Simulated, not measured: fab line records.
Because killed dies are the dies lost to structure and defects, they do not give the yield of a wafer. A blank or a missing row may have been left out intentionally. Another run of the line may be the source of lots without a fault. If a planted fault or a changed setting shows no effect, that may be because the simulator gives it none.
Split-lot study | flow n5 finfet | 21 wafers read across 7 lots, on a route 1938 steps long

THE SPLIT
At N5_MOL_CONTACT_COAG_ALD_133 (deposits SiO2, target thk 5 nm, pulse time 1 s, co reactant pulse time 1 s), the setting ald cycles was moved away from the recipe's 35 on 7 of the 21 wafers read, by -11.4% to +14.3%. All remaining wafers had this setting at the recipe value.

The reading is taken at the split's own step.

THE READING
SiO2_of_MOL_CONTACT_COAG_ALD_133.thk nm (the simulator's own value, which no gauge read), in nm, at N5_MOL_CONTACT_COAG_ALD_133 (deposits SiO2, target thk 5 nm, pulse time 1 s, co reactant pulse time 1 s). The file gives no usual value for it.

wafer  | tool, chamber at the split | ald cycles as run | against the recipe | SiO2_of_MOL_CONTACT_COAG_ALD_133.thk nm, nm | against lot-mates on the recipe
L077.2 | ald sin-04, 1              | 39                | +11.4%             | 5.6                                         | +0.6
L077.3 | ald sin-04, 2,0            | 35                | recipe             | 5                                           | -
L077.4 | ald sin-04, 2,0            | 35                | recipe             | 5                                           | -
L078.2 | ald sin-02, 3,1            | 38                | +8.6%              | 5.4                                         | +0.4
L078.6 | ald sin-02, 3,1            | 38                | +8.6%              | 5.4                                         | +0.4
L078.5 | ald sin-02, 2              | 35                | recipe             | 5                                           | -
L082.1 | ald sin-04, 2,1,3          | 35                | recipe             | 5                                           | -
L082.2 | ald sin-04, 2,1,3          | 35                | recipe             | 5                                           | -
L082.5 | ald sin-04, 2,1,3          | 35                | recipe             | 5                                           | -
L088.1 | ald sin-01, 0,2,3          | 35                | recipe             | 5                                           | -
L088.3 | ald sin-01, 0,2,3          | 35                | recipe             | 5                                           | -
L088.4 | ald sin-01, 0,2,3          | 35                | recipe             | 5                                           | -
L089.2 | ald sin-04, 3,1            | 31                | -11.4%             | 4.4                                         | -0.6
L089.4 | ald sin-04, 3,1            | 31                | -11.4%             | 4.4                                         | -0.6
L089.3 | ald sin-04, 0              | 35                | recipe             | 5                                           | -
L094.1 | ald sin-04, 1,2            | 35                | recipe             | 5                                           | -
L094.2 | ald sin-04, 1,2            | 35                | recipe             | 5                                           | -
L094.3 | ald sin-04, 0              | 32                | -8.6%              | 4.6                                         | -0.4
L096.1 | ald sin-02, 2,1            | 35                | recipe             | 5                                           | -
L096.2 | ald sin-02, 2,1            | 35                | recipe             | 5                                           | -
L096.3 | ald sin-02, 3              | 40                | +14.3%             | 5.8                                         | +0.8
If several chambers appear in one row, that row covers several wafers at once and the file leaves open which wafer was in which chamber.

FIT RESULTS
A straight line over all 21 wafers: SiO2_of_MOL_CONTACT_COAG_ALD_133.thk nm changes by +0.0518 nm for each +1% of ald cycles; r = +1.00; the points scatter about the line by 0.022 nm.
The same after taking each lot's own level away (the mean of its wafers on the recipe; 21 wafers): +0.0518 nm for each +1%; r = +1.00; scatter 0.022 nm.
Per that fit: largest ald cycles move, reading shift of 0.74 nm.
The lots' own levels span 5.00 to 5.00 nm.
Consequently the slope shifts little with the lot-to-lot level, the two slopes agreeing.
Check: for one of the wafers moved furthest among these (+14.3%), held out of the fit, the line's prediction against its lot-mates is +0.717 nm. Against them it came out at +0.8 nm.

FURTHER SPLITS ON THESE WAFERS
Note: prior to the reading, these wafers also went through further splits. Each is held against what the fit with the lots' levels taken away leaves over:
other split on the same wafers       | wafers away from the commonest value | r with SiO2_of_MOL_CONTACT_COAG_ALD_133.thk nm (lot level and that fit taken away)
N5_MOL_CONTACT_COAG_COAT_58 spin rpm | 10                                   | +0.08

FILE'S OWN FIT
SiO2_of_MOL_CONTACT_COAG_ALD_133.thk nm changes by +0.0523 nm for each +1% of ald cycles, r = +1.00.
